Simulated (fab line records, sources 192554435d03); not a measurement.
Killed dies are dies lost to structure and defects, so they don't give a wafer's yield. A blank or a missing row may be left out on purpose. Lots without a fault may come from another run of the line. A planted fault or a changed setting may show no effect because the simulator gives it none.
Which tool did it? | flow n5_finfet | 24 lots, 72 wafers sampled, at 4 steps of a route of 1938

WHAT THE GAUGES READ, wafer by wafer
N5_STI_FIN_REVEAL_CD_MEAS_22: target cd 6.238 nm, pitch 28 nm.
lot  | measured    | on        | cd_nm (nm)
L074 | day 2 13:14 | cd_sem-02 | 6.39 5.75 6.17
L075 | day 2 19:20 | cd_sem-01 | 5.92 6.17 6.43
L076 | day 3 02:02 | cd_sem-03 | 6.20 6.33 6.38
L077 | day 3 08:50 | cd_sem-01 | 6.02 6.29 5.96
L078 | day 3 13:19 | cd_sem-02 | 6.17 6.79 5.99
L079 | day 3 20:22 | cd_sem-03 | 6.43 6.18 6.21
L080 | day 4 01:20 | cd_sem-03 | 6.51 6.19 6.55
L081 | day 4 09:19 | cd_sem-03 | 6.81 6.18 6.27
L082 | day 4 15:04 | cd_sem-02 | 6.10 5.65 6.10
L083 | day 4 22:44 | cd_sem-03 | 6.45 6.10 6.17
L084 | day 5 11:28 | cd_sem-01 | 6.34 6.05 6.81
L085 | day 5 14:20 | cd_sem-02 | 6.20 6.05 5.64
L086 | day 5 18:04 | cd_sem-01 | 6.20 6.05 6.38
L087 | day 5 23:07 | cd_sem-03 | 6.32 6.41 5.99
L088 | day 6 01:42 | cd_sem-01 | 6.79 6.33 6.31
L089 | day 6 07:19 | cd_sem-02 | 5.93 6.57 5.97
L090 | day 6 13:18 | cd_sem-02 | 6.14 6.26 5.88
L091 | day 6 18:31 | cd_sem-03 | 6.36 5.97 6.05
L092 | day 7 02:05 | cd_sem-03 | 6.39 5.92 5.77
L093 | day 7 06:11 | cd_sem-03 | 6.01 6.01 6.43
L094 | day 7 13:14 | cd_sem-01 | 6.51 6.14 6.38
L095 | day 7 18:17 | cd_sem-01 | 6.40 6.19 6.04
L096 | day 8 00:07 | cd_sem-03 | 6.42 6.72 6.04
L097 | day 8 06:39 | cd_sem-01 | 6.41 6.58 6.65

N5_DUMMY_GATE_THK_MEAS_05.
lot  | measured    | on            | thk_nm (nm)
L074 | day 2 17:33 | film_metro-01 | 70.8 73.1 73.0
L075 | day 2 23:44 | film_metro-01 | 71.7 71.0 72.4
L076 | day 3 06:20 | film_metro-02 | 70.7 72.0 73.3
L077 | day 3 13:08 | film_metro-02 | 73.1 72.1 72.4
L078 | day 3 17:38 | film_metro-01 | 72.8 73.1 70.1
L079 | day 4 00:40 | film_metro-02 | 73.1 74.1 71.4
L080 | day 4 05:50 | film_metro-02 | 71.9 70.9 70.2
L081 | day 4 13:36 | film_metro-02 | 71.6 73.2 72.6
L082 | day 4 23:15 | film_metro-02 | 72.0 72.4 73.5
L083 | day 5 06:34 | film_metro-02 | 71.6 72.4 70.3
L084 | day 5 15:59 | film_metro-02 | 71.9 72.9 72.8
L085 | day 5 19:39 | film_metro-01 | 73.2 72.2 72.5
L086 | day 5 23:20 | film_metro-01 | 71.3 73.0 71.8
L087 | day 6 04:26 | film_metro-02 | 73.1 72.0 72.2
L088 | day 6 07:15 | film_metro-01 | 73.1 73.0 73.1
L089 | day 6 12:21 | film_metro-02 | 70.8 72.7 71.8
L090 | day 6 17:46 | film_metro-01 | 71.1 71.4 71.5
L091 | day 7 00:55 | film_metro-02 | 73.9 72.9 72.8
L092 | day 7 11:00 | film_metro-01 | 71.3 72.0 71.4
L093 | day 7 12:04 | film_metro-01 | 70.6 70.9 70.6
L094 | day 7 18:58 | film_metro-01 | 71.3 73.2 70.1
L095 | day 8 00:24 | film_metro-02 | 69.8 71.2 70.7
L096 | day 8 04:26 | film_metro-02 | 70.9 71.5 73.4
L097 | day 8 10:57 | film_metro-01 | 72.5 71.6 73.6

WHICH TOOL RAN EACH LOT (tool, then ch and the chambers of the sampled wafers, then the start)
lot  | N5_FIN_CUT_CUT_ETCH_27            | N5_STI_FIN_REVEAL_OXIDATION_31
L074 | rie_diel-01 ch 0,1,2, day 2 03:55 | plasma_asher-02 ch 0,1, day 2 12:43
L075 | rie_diel-06 ch 0,2,3, day 2 10:08 | plasma_asher-02 ch 0,1, day 2 18:47
L076 | rie_diel-01 ch 0,1,3, day 2 16:40 | plasma_asher-01 ch 0,1, day 3 01:21
L077 | rie_diel-01 ch 0,2,3, day 2 23:07 | plasma_asher-02 ch 0,1, day 3 08:16
L078 | rie_diel-01 ch 0,2,3, day 3 03:52 | plasma_asher-02 ch 0,1, day 3 12:37
L079 | rie_diel-01 ch 0,1,2, day 3 10:06 | plasma_asher-02 ch 0,1, day 3 19:53
L080 | rie_diel-03 ch 0,1,3, day 3 16:04 | plasma_asher-01 ch 1, day 4 00:38
L081 | rie_diel-03 ch 0,2,3, day 4 00:06 | plasma_asher-01 ch 0,1, day 4 08:37
L082 | rie_diel-06 ch 0,3, day 4 05:52   | plasma_asher-01 ch 0,1, day 4 14:33
L083 | rie_diel-03 ch 0,1,2, day 4 12:13 | plasma_asher-02 ch 0,1, day 4 22:13
L084 | rie_diel-01 ch 0,1,3, day 4 21:28 | plasma_asher-01 ch 0,1, day 5 10:57
L085 | rie_diel-01 ch 2,3, day 5 04:23   | plasma_asher-01 ch 1, day 5 13:31
L086 | rie_diel-01 ch 1,2,3, day 5 07:31 | plasma_asher-01 ch 0,1, day 5 17:14
L087 | rie_diel-01 ch 1,2,3, day 5 13:58 | plasma_asher-01 ch 0,1, day 5 22:32
L088 | rie_diel-01 ch 0,2,3, day 5 16:28 | plasma_asher-01 ch 0,1, day 6 01:07
L089 | rie_diel-01 ch 0,2, day 5 21:21   | plasma_asher-02 ch 0,1, day 6 06:48
L090 | rie_diel-06 ch 0,1,3, day 6 04:11 | plasma_asher-02 ch 0,1, day 6 12:47
L091 | rie_diel-01 ch 1,2,3, day 6 09:28 | plasma_asher-02 ch 0,1, day 6 17:59
L092 | rie_diel-06 ch 0,3, day 6 16:23   | plasma_asher-02 ch 0,1, day 7 01:34
L093 | rie_diel-01 ch 1,2,3, day 6 21:07 | plasma_asher-01 ch 0,1, day 7 05:40
L094 | rie_diel-06 ch 0,1, day 7 03:35   | plasma_asher-02 ch 0,1, day 7 12:44
L095 | rie_diel-01 ch 0,3, day 7 09:16   | plasma_asher-02 ch 0,1, day 7 17:46
L096 | rie_diel-03 ch 0,2,3, day 7 15:01 | plasma_asher-02 ch 0,1, day 7 23:36
L097 | rie_diel-06 ch 0,1,2, day 7 21:13 | plasma_asher-02 ch 0,1, day 8 06:09
- N5_FIN_CUT_CUT_ETCH_27: etches SiO2 in CHF3/O2, target depth 4 nm, overetch 2 nm, time 4.9 s.
- N5_STI_FIN_REVEAL_OXIDATION_31: chemistry O2 PLASMA REMOTE, time 20 s.

WHAT THE TOOLS THEMSELVES READ (means of the sampled wafers that have a number; where no wafer has one, the mark that the record gives instead)
N5_FIN_CUT_CUT_ETCH_27.
lot  | tool        | drypump_motor_current_A (A) | oes_o_777_au (a.u.) | oes_product_au (a.u.) | rf_vpp_V (V) | showerhead_plenum_p_Torr (Torr) | throttle_valve_pct (%)
L074 | rie_diel-01 | 5.7                         | 0.76                | 0.60                  | 518          | 2.40                            | 18.71
L075 | rie_diel-06 | 5.4                         | 0.79                | 0.62                  | 520          | 2.44                            | 18.97
L076 | rie_diel-01 | 5.8                         | 0.83                | 0.65                  | 526          | 2.43                            | 18.63
L077 | rie_diel-01 | 5.8                         | 0.82                | 0.65                  | 523          | 2.39                            | 18.68
L078 | rie_diel-01 | 5.8                         | 0.81                | 0.65                  | 523          | 2.38                            | 18.68
L079 | rie_diel-01 | 5.7                         | 0.75                | 0.59                  | 519          | 2.40                            | 18.74
L080 | rie_diel-03 | 5.7                         | 0.81                | 0.64                  | 524          | 2.53                            | 18.65
L081 | rie_diel-03 | 5.5                         | 0.78                | 0.62                  | 522          | 2.46                            | 18.68
L082 | rie_diel-06 | 5.5                         | 0.92                | 0.72                  | 525          | 2.49                            | 18.74
L083 | rie_diel-03 | 5.5                         | 0.81                | 0.65                  | 520          | 2.47                            | 18.36
L084 | rie_diel-01 | 5.8                         | 0.79                | 0.63                  | 526          | 2.42                            | 18.66
L085 | rie_diel-01 | 6.2                         | 0.86                | 0.68                  | 532          | 2.33                            | 18.61
L086 | rie_diel-01 | 6.0                         | 0.80                | 0.63                  | 526          | 2.35                            | 18.66
L087 | rie_diel-01 | 6.0                         | 0.80                | 0.63                  | 527          | 2.35                            | 18.66
L088 | rie_diel-01 | 5.8                         | 0.79                | 0.63                  | 524          | 2.38                            | 18.70
L089 | rie_diel-01 | 5.5                         | 0.73                | 0.58                  | 513          | 2.42                            | 18.82
L090 | rie_diel-06 | 5.7                         | 0.89                | 0.71                  | 522          | 2.44                            | 18.59
L091 | rie_diel-01 | 6.0                         | 0.79                | 0.62                  | 527          | 2.35                            | 18.67
L092 | rie_diel-06 | 5.5                         | 0.87                | 0.69                  | 524          | 2.48                            | 18.78
L093 | rie_diel-01 | 6.0                         | 0.79                | 0.62                  | 527          | 2.35                            | 18.68
L094 | rie_diel-06 | 5.8                         | 0.89                | 0.72                  | 515          | 2.37                            | 18.53
L095 | rie_diel-01 | 5.9                         | 0.83                | 0.67                  | 531          | 2.40                            | 18.63
L096 | rie_diel-03 | 5.4                         | 0.75                | 0.60                  | 523          | 2.45                            | 18.72
L097 | rie_diel-06 | 5.6                         | 0.83                | 0.66                  | 517          | 2.39                            | 18.69

N5_STI_FIN_REVEAL_OXIDATION_31.
lot  | tool            | drypump_motor_current_A (A) | heater_power_w (W)
L074 | plasma_asher-02 | 5.87                        | 138
L075 | plasma_asher-02 | 5.84                        | 137
L076 | plasma_asher-01 | 5.69                        | 161
L077 | plasma_asher-02 | 5.87                        | 141
L078 | plasma_asher-02 | 5.88                        | 138
L079 | plasma_asher-02 | 5.88                        | 136
L080 | plasma_asher-01 | 5.26                        | 166
L081 | plasma_asher-01 | 5.50                        | 162
L082 | plasma_asher-01 | 5.48                        | 163
L083 | plasma_asher-02 | 5.88                        | 134
L084 | plasma_asher-01 | 5.45                        | 167
L085 | plasma_asher-01 | 5.27                        | 165
L086 | plasma_asher-01 | 5.49                        | 163
L087 | plasma_asher-01 | 5.69                        | 157
L088 | plasma_asher-01 | 5.69                        | 157
L089 | plasma_asher-02 | 5.87                        | 137
L090 | plasma_asher-02 | 5.90                        | 136
L091 | plasma_asher-02 | 5.90                        | 138
L092 | plasma_asher-02 | 5.84                        | 138
L093 | plasma_asher-01 | 5.49                        | 163
L094 | plasma_asher-02 | 5.88                        | 136
L095 | plasma_asher-02 | 5.87                        | 137
L096 | plasma_asher-02 | 5.87                        | 138
L097 | plasma_asher-02 | 5.86                        | 136

THE ANSWER, worked out from the rows above alone
Rule: what is usual is taken from the lots themselves. Put in order of their means at a reading, lots are off if they are a third of the lots or fewer, leave a main group of 4 or more, and stand apart from it by a gap of 3 or more times the standard deviation of the main group's means; of several such gaps the widest counts. A main group whose means are all the same, to the digits that the tables above print for the reading, isn't used. A lot without any number at a reading at which 4 lots or more have one is off too. The other lots that the step has rows for count as sound. The gauges are gone through in route order, then the tools' own readings, and for those a lot's mean is taken as printed above. The first step at which some lot is off is used, and at that step the reading that is off furthest; a lot without a number counts as furthest.
No lot is off at any reading shown: from this, nothing can be told.

WHAT THE SIMULATOR HAD PUT IN
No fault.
